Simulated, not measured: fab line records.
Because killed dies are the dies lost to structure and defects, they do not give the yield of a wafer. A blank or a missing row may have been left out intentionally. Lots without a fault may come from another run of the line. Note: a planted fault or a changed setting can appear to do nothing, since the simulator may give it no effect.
A lot that was struck, set against a sound lot / flow n5Finfet / 27 out of 1938 route steps
Sound: wafers L317.2, L317.4, L317.5. Wafers L314.2, L314.3, L314.4 were the ones struck. The cause is named last.
Order at every step that has rows: each side's tool, ch and its chambers, its first start. Under that, the readings that differ: sound wafers / struck wafers / difference of the means / sigmas: that difference in standard deviations of wafers without a fault.
alike: words and numbers the same on both sides, and readings whose means are apart by under 2 such deviations; not compared: readings that were withheld, readings missing a value for some wafer, numbers with overlapping values and no deviation given by the record, and bounds like >300 which may hide the same value.
Wherever a step has rows on one side only, a row that says differs or no value, or a row with sigmas, the two part there. When numbers do not overlap yet have no deviation, they are printed without sigmas and do not part them. Lack of a reading on every wafer of one side parts them only where that side has two or more wafers.

first, 1 step without rows for these wafers: N5_BEOL_M0_WET_ETCH_106 (etches SiO2 in DHF, target depth 130 nm, rinse time 30 s).
N5_BEOL_M0_ETCH_128: etches SiCN in CF4/N2, target depth 12 nm, overetch 5.1 nm, time 21.4 s.
  sound on rieDiel-04 ch 0,2,3, day 7 18:02; struck on rieDiel-03 ch 0,1,2, day 6 22:53
  alike: drypumpMotorCurrentA, oesProductAu, rfVppV, showerheadPlenumPTorr, throttleValvePct
  not compared: rfHoursCounterH
then, 1 step without rows for these wafers: N5_BEOL_M0_TRENCH_ETCH_107 (etches SiOC in C4F6/O2, target depth 32.8 nm, time 16.4 s).
N5_BEOL_M0_STRIP_142: strips in N2/H2, time 10 s.
  sound on rieDiel-04 ch 0,2,3, day 7 18:05; struck on rieDiel-03 ch 0,1,2, day 6 22:56
  alike: drypumpMotorCurrentA, oesProductAu, rfVppV, showerheadPlenumPTorr, throttleValvePct
  not compared: rfHoursCounterH
N5_BEOL_M0_OCD_MEAS_108:
  sound on ocd-02 at day 7 18:10; struck on ocd-01 at day 6 23:01
  alike: trenchDepthNm
then, 2 steps without rows for these wafers: N5_BEOL_M0_HM_STRIP_129 (strips TiN in peroxide tin strip, target depth 17 nm, time 108 s); N5_BEOL_M0_SRD_130 (time 30 s).
N5_BEOL_M0_ETCH_109: etches SiCN in CH3F/O2, target depth 8 nm, overetch 2.4 nm, time 27.4 s.
  sound on rieDiel-03 ch 0,1,2, day 7 18:19; struck on rieDiel-05 ch 0,2,3, day 6 23:28
  alike: CH3F_flow_sccm, drypumpMotorCurrentA, oesProductAu, rfVppV, showerheadPlenumPTorr, throttleValvePct
  not compared: rfHoursCounterH
then, 2 steps without rows for these wafers: N5_BEOL_M0_STRIP_139 (strips in post etch residue remover, time 60 s); N5_BEOL_M0_SRD_111 (time 30 s).
N5_BEOL_M0_DEGAS_112: time 60 s.
  sound on pvdSputter-01 at day 7 19:29; struck on pvdSputter-02 at day 7 00:16
  alike: heaterPowerW
then, 1 step without rows for these wafers: N5_BEOL_M0_PRE_CLEAN_113 (time 30 s).
N5_BEOL_M0_ALD_136: deposits TaN, pulse time 2 s, purge time 3 s, co reactant purge time 2 s.
  sound on aldMetal-02 ch 0,1,2, day 7 19:38; struck on aldMetal-02 ch 0,1,3, day 7 00:22
  no value came back on the struck wafers for aldCycles, chamberPressureTorr (Torr), heaterPowerW (W), mfcCarrierSccm (sccm); on the sound wafers aldCycles reads 30 30 30
then, 2 steps without rows for these wafers: N5_BEOL_M0_SURFACE_TREAT_137; N5_BEOL_M0_CVD_115 (deposits Co from CCTBA/H2, time 120 s).
N5_BEOL_M0_SPUTTER_116: material Cu, target thk 4 nm, time 7.37 s.
  sound on pvdSputter-01 at day 7 21:50; struck on pvdSputter-02 at day 7 00:56
  alike: throttleValvePct
then, 8 steps without rows for these wafers: N5_BEOL_M0_ANNEAL_117 (time 60 s); N5_BEOL_M0_SPUTTER_132 (material Cu, target thk 4 nm, time 7.37 s); N5_BEOL_M0_ANNEAL_133 (time 60 s); N5_BEOL_M0_SPUTTER_134 (material Cu, target thk 4 nm, time 7.37 s); N5_BEOL_M0_ANNEAL_135 (time 60 s); N5_BEOL_M0_SPUTTER_141 (material Cu, target thk 4 nm, time 7.37 s); N5_BEOL_M0_ECD_118 (material Cu, target thk 300 nm); N5_BEOL_M0_ANNEAL_119 (time 90 s).
N5_BEOL_M0_CMP_120: polishes, stops on SiOC, t overpolish 6.9 s.
  sound on cmp-03 ch 0,1,2, day 7 22:58; struck on cmp-03 ch 0,1,2, day 7 01:48
reading=barrierFieldEndpointS (s); sound=3.64 3.54 3.72; struck=1.94 1.92 1.89; difference=-1.72; sigmas=-14
  alike: motorCurrentA, slurryFilterDpKPa
  not compared: padLifeWafers
N5_BEOL_M4_RC_MEAS_101:
  the record has rows for the sound wafers here (prober-02 ch 0, day 9 19:18) and none for the struck ones
-- a jump in the record: the struck wafers' starts before and after are 6 days apart (it breaks off in module BEOL_M4 and resumes in module PASSIVATION, where the first step shown is number 1936 of the route) --
N5_PASSIVATION_PROBE_49:
  only the struck wafers here have rows in the record (prober-02, day 13 00:17); the sound ones have none

## WHERE THEY PART
Earliest at N5_BEOL_M0_ALD_136; latest, in this record, at N5_PASSIVATION_PROBE_49.

WHY: what had been put in by the simulator
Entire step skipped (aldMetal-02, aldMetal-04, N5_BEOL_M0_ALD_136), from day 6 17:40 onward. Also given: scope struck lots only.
